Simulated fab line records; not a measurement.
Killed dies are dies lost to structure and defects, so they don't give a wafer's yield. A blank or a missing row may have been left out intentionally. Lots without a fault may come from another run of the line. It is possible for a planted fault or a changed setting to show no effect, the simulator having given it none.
Which tool is to blame? | flow n5 finfet | 22 lots, 66 wafers sampled, at 6 steps of a route of 1938

== WHAT THE GAUGES SHOWED, per wafer ==
The record lacks any reading of a measuring or inspecting step that a usual standard deviation could be used to judge.

== TOOL THAT RAN EACH LOT (tool first, then ch and the chambers of the sampled wafers, then the start) ==
lot  | N5_PMOS_HMC_CHANNEL_EPI_CMP_21 | N5_FIN_SAQP_STRIP_55              | N5_FIN_SAQP_MANDREL2_REMOVE_60  | N5_FIN_SAQP_HM_OPEN_33            | N5_FIN_SAQP_STRIP_77              | N5_FIN_SAQP_HM_CD_35
L074 | cmp-02 ch 0,1,2, day 1 19:55   | rie diel-03 ch 1,2,3, day 1 22:51 | rie si-06 ch 0,1, day 2 02:00   | rie diel-03 ch 0,1,3, day 2 02:10 | rie diel-03 ch 0,1,3, day 2 02:15 | cd sem-01, day 2 02:23
L076 | cmp-03 ch 0,1,3, day 2 07:31   | rie diel-03 ch 0,2, day 2 10:36   | rie si-03 ch 0,1,3, day 2 13:40 | rie diel-03 ch 0,2, day 2 13:52   | rie diel-03 ch 0,2, day 2 13:58   | cd sem-02, day 2 14:05
L077 | cmp-04 ch 1,2,3, day 2 14:37   | rie diel-05 ch 0,2,3, day 2 18:05 | rie si-01 ch 0,1,2, day 2 21:18 | rie diel-05 ch 1,2,3, day 2 21:28 | rie diel-05 ch 1,2,3, day 2 21:33 | cd sem-01, day 2 21:40
L078 | cmp-04 ch 1,2, day 2 19:49     | rie diel-06 ch 1,2, day 2 22:44   | rie si-01 ch 1,3, day 3 03:20   | rie diel-03 ch 1,2,3, day 3 03:29 | rie diel-03 ch 1,2,3, day 3 03:35 | cd sem-02, day 3 03:43
L079 | cmp-02 ch 0,1, day 3 01:37     | rie diel-03 ch 0,2,3, day 3 04:38 | rie si-01 ch 0,1,3, day 3 08:03 | rie diel-03 ch 0,1,2, day 3 08:13 | rie diel-03 ch 0,1,2, day 3 08:18 | cd sem-02, day 3 08:26
L080 | cmp-03 ch 0,1,2, day 3 09:20   | rie diel-06 ch 0,1,2, day 3 12:05 | rie si-01 ch 1,2,3, day 3 15:37 | rie diel-03 ch 0,1,2, day 3 15:47 | rie diel-03 ch 0,1,2, day 3 15:52 | cd sem-02, day 3 16:00
L081 | cmp-04 ch 1,2,3, day 3 14:40   | rie diel-05 ch 0,1,3, day 3 17:19 | rie si-06 ch 0,2, day 3 20:28   | rie diel-03 ch 1,2, day 3 20:37   | rie diel-03 ch 1,2, day 3 20:43   | cd sem-02, day 3 20:50
L082 | cmp-04 ch 1,2,3, day 3 20:27   | rie diel-03 ch 1,2, day 3 23:10   | rie si-03 ch 1,2, day 4 02:16   | rie diel-03 ch 0,1,2, day 4 02:25 | rie diel-03 ch 0,1,2, day 4 02:31 | cd sem-01, day 4 02:38
L083 | cmp-04 ch 0,1,3, day 4 01:30   | rie diel-05 ch 1,2,3, day 4 04:04 | rie si-06 ch 0,1,3, day 4 07:20 | rie diel-03 ch 0,1, day 4 07:32   | rie diel-03 ch 0,1, day 4 07:37   | cd sem-01, day 4 07:44
L084 | cmp-04 ch 1,2,3, day 4 07:58   | rie diel-05 ch 1,2,3, day 4 10:33 | rie si-03 ch 0,1,2, day 4 13:38 | rie diel-03 ch 0,1,2, day 4 13:48 | rie diel-03 ch 0,1,2, day 4 13:53 | cd sem-01, day 4 14:01
L085 | cmp-04 ch 2,3, day 4 14:00     | rie diel-05 ch 0,2,3, day 4 16:44 | rie si-03 ch 2,3, day 4 20:05   | rie diel-06 ch 0,2,3, day 4 20:14 | rie diel-06 ch 0,2,3, day 4 20:20 | cd sem-03, day 4 20:28
L086 | cmp-04 ch 0,1,2, day 4 19:52   | rie diel-05 ch 0,1,2, day 5 00:43 | rie si-01 ch 0,3, day 5 05:47   | rie diel-06 ch 0,2,3, day 5 05:59 | rie diel-06 ch 0,2,3, day 5 06:05 | cd sem-01, day 5 06:11
L087 | cmp-03 ch 1,2, day 5 01:46     | rie diel-03 ch 1,2, day 5 06:08   | rie si-06 ch 0,1,3, day 5 09:18 | rie diel-06 ch 0,2, day 5 09:33   | rie diel-06 ch 0,2, day 5 09:38   | cd sem-03, day 5 09:46
L088 | cmp-04 ch 1,2, day 5 08:06     | rie diel-06 ch 0,2,3, day 5 10:46 | rie si-01 ch 0,1,3, day 5 13:52 | rie diel-06 ch 2,3, day 5 14:02   | rie diel-06 ch 2,3, day 5 14:08   | cd sem-02, day 5 14:16
L089 | cmp-04 ch 0,1,3, day 5 14:05   | rie diel-05 ch 0,1,3, day 5 16:32 | rie si-01 ch 0,1,2, day 5 19:35 | rie diel-06 ch 0,1,2, day 5 19:45 | rie diel-06 ch 0,1,2, day 5 19:51 | cd sem-03, day 5 19:58
L090 | cmp-03 ch 1,2,3, day 5 21:47   | rie diel-06 ch 1,2, day 6 01:32   | rie si-01 ch 0,1,3, day 6 05:50 | rie diel-03 ch 0,3, day 6 06:02   | rie diel-03 ch 0,3, day 6 06:08   | cd sem-03, day 6 06:15
L091 | cmp-04 ch 0,2,3, day 6 01:58   | rie diel-06 ch 0,1,2, day 6 05:23 | rie si-03 ch 0,1,2, day 6 08:56 | rie diel-06 ch 0,2, day 6 09:30   | rie diel-06 ch 0,2, day 6 09:35   | cd sem-01, day 6 09:43
L092 | cmp-04 ch 0,1,3, day 6 09:06   | rie diel-03 ch 0,1,3, day 6 12:37 | rie si-06 ch 0,1,2, day 6 15:59 | rie diel-03 ch 0,2,3, day 6 16:08 | rie diel-03 ch 0,2,3, day 6 16:14 | cd sem-03, day 6 16:22
L093 | cmp-03 ch 0,1, day 6 15:52     | rie diel-03 ch 0,2,3, day 6 18:44 | rie si-03 ch 1,2, day 6 23:01   | rie diel-06 ch 0,1,2, day 6 23:19 | rie diel-06 ch 0,1,2, day 6 23:25 | cd sem-03, day 6 23:32
L094 | cmp-04 ch 0,1, day 6 21:18     | rie diel-06 ch 1,2, day 7 00:13   | rie si-03 ch 0,2,3, day 7 03:30 | rie diel-03 ch 0,2, day 7 03:47   | rie diel-03 ch 0,2, day 7 03:53   | cd sem-02, day 7 04:00
L095 | cmp-03 ch 1,3, day 7 03:07     | rie diel-03 ch 0,2, day 7 05:48   | rie si-03 ch 1,2, day 7 10:10   | rie diel-03 ch 0,3, day 7 10:20   | rie diel-03 ch 0,3, day 7 10:25   | cd sem-02, day 7 10:33
L096 | cmp-03 ch 0,1,3, day 7 09:41   | rie diel-03 ch 0,1,2, day 7 14:01 | rie si-01 ch 0,2,3, day 7 17:28 | rie diel-03 ch 1,3, day 7 17:56   | rie diel-03 ch 1,3, day 7 18:02   | cd sem-01, day 7 18:09
- N5_PMOS_HMC_CHANNEL_EPI_CMP_21: polishes SiGe30, target thk 54 nm.
- N5_FIN_SAQP_STRIP_55: strips in N2/H2.
- N5_FIN_SAQP_MANDREL2_REMOVE_60: chemistry HBr/Cl2/O2, target a-Si, stops on SiNx, bt time 10 s.
- N5_FIN_SAQP_HM_OPEN_33: chemistry CH3F/O2, target SiNx, target depth 49.4 nm, time 70.6 s.
- N5_FIN_SAQP_STRIP_77: strips in N2/H2, time 90 s.
- N5_FIN_SAQP_HM_CD_35: target cd 8 nm.

== AS READ BY THE TOOLS THEMSELVES (means over the sampled wafers that have a number; for cases with no such wafer, the mark the record gives instead) ==
N5_PMOS_HMC_CHANNEL_EPI_CMP_21.
lot  | tool   | motor current A (A) | pad life wafers | retaining ring pressure frac | slurry flow ml min
L074 | cmp-02 | 12.3                | 764             | 1.002                        | 150.3
L076 | cmp-03 | 12.6                | 332             | 0.996                        | 149.7
L077 | cmp-04 | 12.5                | 2036            | 1.001                        | 150.0
L078 | cmp-04 | 13.0                | 2078            | 0.997                        | 149.9
L079 | cmp-02 | 12.7                | 1002            | 1.007                        | 149.4
L080 | cmp-03 | 11.9                | 523             | 0.997                        | 149.8
L081 | cmp-04 | 12.3                | 8               | 1.005                        | 149.8
L082 | cmp-04 | 12.7                | 49              | 0.999                        | 150.3
L083 | cmp-04 | 12.5                | 79              | 1.002                        | 150.1
L084 | cmp-04 | 12.4                | 128             | 1.004                        | 149.9
L085 | cmp-04 | 12.7                | 170             | 1.003                        | 150.3
L086 | cmp-04 | 12.1                | 206             | 0.998                        | 150.3
L087 | cmp-03 | 11.4                | 806             | 1.003                        | 149.2
L088 | cmp-04 | 13.3                | 290             | 1.004                        | 149.6
L089 | cmp-04 | 12.2                | 345             | 1.000                        | 150.1
L090 | cmp-03 | 12.8                | 980             | 1.001                        | 150.4
L091 | cmp-04 | 12.1                | 440             | 0.998                        | 149.9
L092 | cmp-04 | 12.3                | 530             | 0.998                        | 149.9
L093 | cmp-03 | 12.3                | 1044            | 0.996                        | 150.3
L094 | cmp-04 | 12.5                | 624             | 1.002                        | 150.3
L095 | cmp-03 | 13.1                | 1081            | 0.996                        | 149.7
L096 | cmp-03 | 12.6                | 1148            | 0.999                        | 150.0

N5_FIN_SAQP_STRIP_55.
lot  | tool        | drypump motor current A (A) | oes product au (a.u.) | rf vpp V (V) | showerhead plenum p Torr (Torr) | throttle valve pct (%)
L074 | rie diel-03 | 6.1                         | 0.78                  | 123.4        | 3.38                            | 19.1
L076 | rie diel-03 | 5.8                         | 0.77                  | 121.5        | 3.28                            | 18.7
L077 | rie diel-05 | 5.5                         | 0.72                  | 120.7        | 3.19                            | 19.0
L078 | rie diel-06 | 5.7                         | 0.70                  | 122.1        | 3.23                            | 19.4
L079 | rie diel-03 | 5.9                         | 0.77                  | 121.9        | 3.34                            | 18.8
L080 | rie diel-06 | 5.8                         | 0.75                  | 121.4        | 3.26                            | 19.1
L081 | rie diel-05 | 5.7                         | 0.71                  | 122.6        | 3.20                            | 18.8
L082 | rie diel-03 | 6.0                         | 0.73                  | 120.9        | 3.35                            | 19.4
L083 | rie diel-05 | 5.7                         | 0.70                  | 121.5        | 3.19                            | 18.6
L084 | rie diel-05 | 5.7                         | 0.70                  | 120.9        | 3.19                            | 18.6
L085 | rie diel-05 | 5.5                         | 0.70                  | 121.5        | 3.18                            | 19.0
L086 | rie diel-05 | 5.6                         | 0.70                  | 121.2        | 3.19                            | 19.0
L087 | rie diel-03 | 6.1                         | 0.74                  | 121.5        | 3.23                            | 19.2
L088 | rie diel-06 | 6.2                         | 0.75                  | 122.1        | 3.30                            | 19.0
L089 | rie diel-05 | 5.7                         | 0.71                  | 121.0        | 3.19                            | 18.9
L090 | rie diel-06 | 5.7                         | 0.88                  | 122.6        | 3.49                            | 19.2
L091 | rie diel-06 | 5.8                         | 0.84                  | 122.1        | 3.38                            | 19.1
L092 | rie diel-03 | 5.9                         | 0.72                  | 122.0        | 3.44                            | 19.0
L093 | rie diel-03 | 6.0                         | 0.76                  | 121.9        | 3.32                            | 18.9
L094 | rie diel-06 | 5.7                         | 0.85                  | 123.5        | 3.48                            | 19.3
L095 | rie diel-03 | 6.0                         | 0.74                  | 120.3        | 3.18                            | 18.9
L096 | rie diel-03 | 5.9                         | 0.81                  | 121.6        | 3.29                            | 19.0

N5_FIN_SAQP_MANDREL2_REMOVE_60.
lot  | tool      | bias w (W) | drypump motor current A (A) | oes product au (a.u.) | throttle valve pct (%)
L074 | rie si-06 | 21.91      | 5.0                         | 1.003                 | 36.63
L076 | rie si-03 | 21.98      | 6.0                         | 0.998                 | 36.89
L077 | rie si-01 | 21.96      | 5.6                         | 0.984                 | 36.90
L078 | rie si-01 | 22.02      | 5.4                         | 0.999                 | 36.82
L079 | rie si-01 | 22.02      | 5.4                         | 0.999                 | 36.76
L080 | rie si-01 | 21.92      | 5.6                         | 0.988                 | 36.95
L081 | rie si-06 | 21.95      | 5.1                         | 0.993                 | 36.83
L082 | rie si-03 | 21.98      | 5.4                         | 0.992                 | 36.75
L083 | rie si-06 | 21.92      | 5.2                         | 0.996                 | 36.73
L084 | rie si-03 | 22.04      | 5.7                         | 0.994                 | 36.83
L085 | rie si-03 | 22.02      | 5.6                         | 1.005                 | 37.07
L086 | rie si-01 | 22.02      | 4.9                         | 0.981                 | 36.67
L087 | rie si-06 | 21.99      | 5.2                         | 0.997                 | 36.74
L088 | rie si-01 | 21.99      | 5.4                         | 0.992                 | 36.77
L089 | rie si-01 | 22.08      | 5.6                         | 0.996                 | 36.89
L090 | rie si-01 | 22.02      | 5.4                         | 1.000                 | 36.77
L091 | rie si-03 | 22.01      | 5.7                         | 0.998                 | 36.83
L092 | rie si-06 | 22.02      | 5.2                         | 0.994                 | 36.68
L093 | rie si-03 | 21.99      | 5.3                         | 0.991                 | 36.87
L094 | rie si-03 | 22.02      | 5.9                         | 1.006                 | 37.02
L095 | rie si-03 | 21.98      | 5.3                         | 0.998                 | 36.88
L096 | rie si-01 | 21.94      | 5.1                         | 0.990                 | 36.83

N5_FIN_SAQP_HM_OPEN_33.
lot  | tool        | bias w (W) | drypump motor current A (A) | etch rf on time s (s) | oes product au (a.u.) | rf vpp V (V) | showerhead plenum p Torr (Torr) | throttle valve pct (%)
L074 | rie diel-03 | 73.15      | 5.9                         | 69.9                  | 0.65                  | 296.7        | 2.06                            | 16.51
L076 | rie diel-03 | 72.97      | 6.0                         | 70.1                  | 0.67                  | 295.9        | 1.90                            | 16.40
L077 | rie diel-05 | 72.96      | 5.7                         | 69.0                  | 0.61                  | 295.6        | 1.90                            | 16.30
L078 | rie diel-03 | 73.03      | 6.1                         | 70.5                  | 0.65                  | 296.9        | 2.01                            | 16.62
L079 | rie diel-03 | 72.84      | 5.8                         | 70.6                  | 0.63                  | 296.3        | 1.97                            | 16.52
L080 | rie diel-03 | 73.01      | 5.9                         | 69.7                  | 0.63                  | 296.2        | 1.97                            | 16.52
L081 | rie diel-03 | 72.86      | 6.0                         | 71.1                  | 0.62                  | 296.8        | 1.99                            | 16.73
L082 | rie diel-03 | 72.96      | 5.9                         | 70.2                  | 0.63                  | 297.2        | 1.97                            | 16.52
L083 | rie diel-03 | 72.88      | 5.8                         | 70.5                  | 0.60                  | 296.6        | 2.04                            | 16.65
L084 | rie diel-03 | 73.04      | 5.9                         | 71.5                  | 0.62                  | 296.0        | 1.97                            | 16.54
L085 | rie diel-06 | 73.10      | 6.2                         | 69.0                  | 0.65                  | 295.7        | 1.96                            | 16.35
L086 | rie diel-06 | 73.17      | 6.1                         | 69.4                  | 0.64                  | 295.1        | 1.96                            | 16.35
L087 | rie diel-06 | 73.05      | 6.0                         | 69.0                  | 0.69                  | 291.0        | 1.95                            | 16.23
L088 | rie diel-06 | 73.05      | 6.3                         | 69.6                  | 0.59                  | 295.5        | 1.97                            | 16.48
L089 | rie diel-06 | 72.82      | 5.8                         | 69.0                  | 0.73                  | 293.8        | 2.01                            | 16.22
L090 | rie diel-03 | 73.08      | 5.7                         | 70.2                  | 0.64                  | 296.3        | 2.02                            | 16.36
L091 | rie diel-06 | 73.08      | 6.1                         | 69.9                  | 0.63                  | 291.8        | 1.96                            | 16.36
L092 | rie diel-03 | 72.88      | 5.9                         | 69.9                  | 0.65                  | 296.2        | 1.98                            | 16.47
L093 | rie diel-06 | 72.78      | 5.8                         | 70.5                  | 0.69                  | 293.4        | 2.01                            | 16.24
L094 | rie diel-03 | 73.05      | 5.9                         | 70.1                  | 0.63                  | 296.2        | 1.89                            | 16.48
L095 | rie diel-03 | 73.01      | 5.9                         | 68.8                  | 0.65                  | 297.5        | 2.07                            | 16.49
L096 | rie diel-03 | 73.07      | 6.1                         | 69.4                  | 0.73                  | 297.8        | 2.09                            | 16.55

N5_FIN_SAQP_STRIP_77.
lot  | tool        | drypump motor current A (A) | oes product au (a.u.) | rf vpp V (V) | showerhead plenum p Torr (Torr) | throttle valve pct (%)
L074 | rie diel-03 | 5.9                         | 0.76                  | 46.0         | 3.47                            | 12.35
L076 | rie diel-03 | 6.0                         | 0.78                  | 45.5         | 3.22                            | 12.24
L077 | rie diel-05 | 5.7                         | 0.71                  | 45.2         | 3.21                            | 12.20
L078 | rie diel-03 | 6.1                         | 0.77                  | 45.2         | 3.40                            | 12.44
L079 | rie diel-03 | 5.9                         | 0.74                  | 45.3         | 3.33                            | 12.41
L080 | rie diel-03 | 5.9                         | 0.74                  | 46.0         | 3.33                            | 12.41
L081 | rie diel-03 | 6.0                         | 0.72                  | 45.0         | 3.37                            | 12.64
L082 | rie diel-03 | 5.9                         | 0.74                  | 44.3         | 3.33                            | 12.42
L083 | rie diel-03 | 5.8                         | 0.70                  | 46.2         | 3.44                            | 12.57
L084 | rie diel-03 | 5.8                         | 0.74                  | 45.2         | 3.33                            | 12.43
L085 | rie diel-06 | 6.2                         | 0.75                  | 45.9         | 3.33                            | 12.29
L086 | rie diel-06 | 6.2                         | 0.75                  | 45.8         | 3.32                            | 12.31
L087 | rie diel-06 | 6.0                         | 0.80                  | 44.8         | 3.30                            | 12.14
L088 | rie diel-06 | 6.4                         | 0.69                  | 44.3         | 3.34                            | 12.47
L089 | rie diel-06 | 5.8                         | 0.85                  | 45.6         | 3.41                            | 12.15
L090 | rie diel-03 | 5.7                         | 0.74                  | 46.1         | 3.42                            | 12.22
L091 | rie diel-06 | 6.1                         | 0.74                  | 45.0         | 3.32                            | 12.33
L092 | rie diel-03 | 5.9                         | 0.76                  | 45.0         | 3.34                            | 12.31
L093 | rie diel-06 | 5.8                         | 0.82                  | 46.0         | 3.40                            | 12.19
L094 | rie diel-03 | 6.0                         | 0.74                  | 45.6         | 3.20                            | 12.35
L095 | rie diel-03 | 6.0                         | 0.75                  | 45.9         | 3.47                            | 12.29
L096 | rie diel-03 | 6.1                         | 0.85                  | 45.2         | 3.51                            | 12.30

N5_FIN_SAQP_HM_CD_35.
lot  | tool      | cd nm (nm)
L074 | cd sem-01 | 8.25
L076 | cd sem-02 | 8.06
L077 | cd sem-01 | 8.28
L078 | cd sem-02 | 8.06
L079 | cd sem-02 | 8.26
L080 | cd sem-02 | 8.11
L081 | cd sem-02 | 8.25
L082 | cd sem-01 | 7.90
L083 | cd sem-01 | 8.19
L084 | cd sem-01 | 7.96
L085 | cd sem-03 | 7.96
L086 | cd sem-01 | 8.25
L087 | cd sem-03 | 8.08
L088 | cd sem-02 | 8.17
L089 | cd sem-03 | 8.11
L090 | cd sem-03 | 8.31
L091 | cd sem-01 | 7.89
L092 | cd sem-03 | 7.97
L093 | cd sem-03 | 8.04
L094 | cd sem-02 | 8.28
L095 | cd sem-02 | 8.11
L096 | cd sem-01 | 8.20

== THE ANSWER, worked out from the rows above alone ==
Rule: the usual values come from the lots themselves. Put in order of their means at a reading, lots are off if they are a third of the lots or fewer, leave a main group of 4 or more, and stand apart from it by a gap of 3 or more times the standard deviation of the main group's means; of several such gaps the widest counts. Not used: any main group whose means are identical at the precision the tables above print for the reading. A lot without any number at a reading at which 4 lots or more have one is off too. All remaining lots with rows at the step are treated as sound. After the gauges, taken in route order, come the tools' own readings; for these a lot's mean is taken, as printed above. At the first step where some lot is off, the reading lying furthest off is the one used; lots without a number count as furthest.
No lot is off on any of the readings shown, so nothing can be concluded from this.

== WHAT HAD BEEN PUT IN BY THE SIMULATOR ==
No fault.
